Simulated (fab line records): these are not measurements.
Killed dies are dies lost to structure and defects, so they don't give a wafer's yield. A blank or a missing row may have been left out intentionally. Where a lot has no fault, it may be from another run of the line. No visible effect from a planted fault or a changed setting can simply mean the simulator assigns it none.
Matching of chambers :: flow n5 finfet :: N5_BEOL_M5_CURE_80 on uv cure-03: 3 sister chambers
The step cures SiCOH lowk, time 120 s. 3 wafers are shown with their chamber, then 10 later ones without.

## WAFERS PAIRED WITH THEIR CHAMBERS
wafer: L083.4
chamber: 0
wafer_temp_C_max: 371.1

wafer: L087.6
chamber: 1
wafer_temp_C_max: 371.9

wafer: L092.2
chamber: 2
wafer_temp_C_max: 371.4

## WAFERS WITHOUT THEIR CHAMBER
wafer: L092.4
wafer_temp_C_max: 371.5

wafer: L093.2
wafer_temp_C_max: 371.4

wafer: L093.5
wafer_temp_C_max: 371.3

wafer: L093.6
wafer_temp_C_max: 371.4

wafer: L094.3
wafer_temp_C_max: 371.6

wafer: L094.4
wafer_temp_C_max: 372.3

wafer: L094.5
wafer_temp_C_max: 372.6

wafer: L095.1
wafer_temp_C_max: 370.9

wafer: L095.2
wafer_temp_C_max: 370.9

wafer: L095.6
wafer_temp_C_max: 371.0

## WHICH CHAMBER EACH WENT THROUGH
wafer: L092.4
from the rows above: can't be placed: 2 or 0 or 1
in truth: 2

wafer: L093.2
from the rows above: can't be placed: 2 or 0 or 1
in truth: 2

wafer: L093.5
from the rows above: can't be placed: 2 or 0 or 1
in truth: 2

wafer: L093.6
from the rows above: can't be placed: 2 or 0 or 1
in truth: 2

wafer: L094.3
from the rows above: can't be placed: 2 or 1 or 0
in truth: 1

wafer: L094.4
from the rows above: can't be placed: 1 or 2
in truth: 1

wafer: L094.5
from the rows above: can't be placed: 1 or 2
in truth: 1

wafer: L095.1
from the rows above: can't be placed: 0 or 2
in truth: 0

wafer: L095.2
from the rows above: can't be placed: 0 or 2
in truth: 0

wafer: L095.6
from the rows above: can't be placed: 0 or 2
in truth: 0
0 of 10 placed correctly. From these rows, 10 cannot be placed; in 10 the true chamber is one of the candidates. Wrongly placed: 0.
How it was worked out, from the rows above alone: a wafer's distance from a chamber is the root of the sum, over the readings, of the square of ((its reading less the chamber's mean) divided by the reading's scatter). If the next closest chamber is less than 2 further off than the closest, the wafer can't be placed; otherwise it belongs to the closest. For every chamber, the mean is computed from those of its wafers that are shown. The scatter: with one shown wafer a chamber, the root of the mean of the squares of how far each hidden wafer lies from its nearest shown one.
